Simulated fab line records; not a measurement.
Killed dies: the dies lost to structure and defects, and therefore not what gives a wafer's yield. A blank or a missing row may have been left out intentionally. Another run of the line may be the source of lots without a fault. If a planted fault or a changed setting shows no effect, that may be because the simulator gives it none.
Comparing a struck lot with a sound one / flow nandHarc / 15 steps out of a route of 1159
Sound: wafers L744.2, L744.3, L744.6. Struck: wafers L752.1, L752.4, L752.6. At the end, the cause is stated.
At each step with rows: each side's tool, then ch and its chambers, then its first start. Under that, the readings that differ: sound wafers / struck wafers / difference of the means / sigmas: that difference in standard deviations of wafers without a fault.
alike: words and numbers the same on both sides, and readings whose means are apart by under 2 such deviations; not compared: readings that were withheld, readings missing a value for some wafer, numbers with overlapping values and no deviation given by the record, and bounds like >300 which may hide the same value.
The two part at a step that has a row with sigmas, a row that says differs or no value, or rows on one side only. Non-overlapping numbers with no deviation appear without sigmas and do not part them. Lack of a reading on every wafer of one side parts them only where that side has two or more wafers.

first, 2 steps without rows for these wafers: NHARC_P_GATE_PEB_09 (peb time 85 s); NHARC_P_GATE_DEVELOP_10 (time 70 s).
NHARC_P_GATE_CD_MEAS_11: the cd target is 1640 nm.
  sound on cdSem-02 ch 0, day 4 03:34; struck on cdSem-03 ch 0, day 6 04:13
  alike: cdNm
then, 1 step without rows for these wafers: NHARC_P_GATE_HARDBAKE_12 (time 80 s).
NHARC_P_GATE_DESCUM_13: chemistry O2, time 3 s.
  sound on rieDiel-09 ch 0,2,3, day 4 03:44; struck on rieDiel-09 ch 1,2, day 6 04:23
  alike: drypumpMotorCurrentA, mfcArSccm, oesProductAu, rfVppV, showerheadPlenumPTorr, throttleValvePct
  not compared: rfHoursCounterH
then, 6 steps without rows for these wafers: NHARC_P_GATE_ETCH_14 (etches SiO2 in dHF, target depth 48.8 nm); NHARC_P_GATE_STRIP_15 (strips in SPM, time 780 s); NHARC_P_GATE_PRECLEAN_71 (cleans in SC1); NHARC_P_GATE_SRD_72; NHARC_P_GATE_OXIDE_16 (material SiO2, target thk 3 nm, ox time 392 s); NHARC_P_GATE_CVD_17 (deposits poly-Si, target thk 150 nm, time 900 s).
NHARC_P_GATE_HM_DEP_102: deposits aC, target thk 120 nm.
  sound on aclDep-02 ch 0, day 4 15:52; struck on aclDep-02 ch 0, day 6 20:50
  alike: throttleValvePct
NHARC_P_GATE_DEP_103: deposits SiON, target thk 30 nm.
  sound on pecvd-02 ch 0,1,2, day 4 16:28; struck on pecvd-01 ch 0,1,2, day 6 21:55
  alike: heaterPowerOuterW, heaterPowerW
  not compared: sinceWetCleanH
then, 2 steps without rows for these wafers: NHARC_P_GATE_DEHYDRATE_18 (time 120 s); NHARC_END_SORT_01.

== WHERE THEY PART ==
Nowhere in this record.

WHY: what the simulator had put in
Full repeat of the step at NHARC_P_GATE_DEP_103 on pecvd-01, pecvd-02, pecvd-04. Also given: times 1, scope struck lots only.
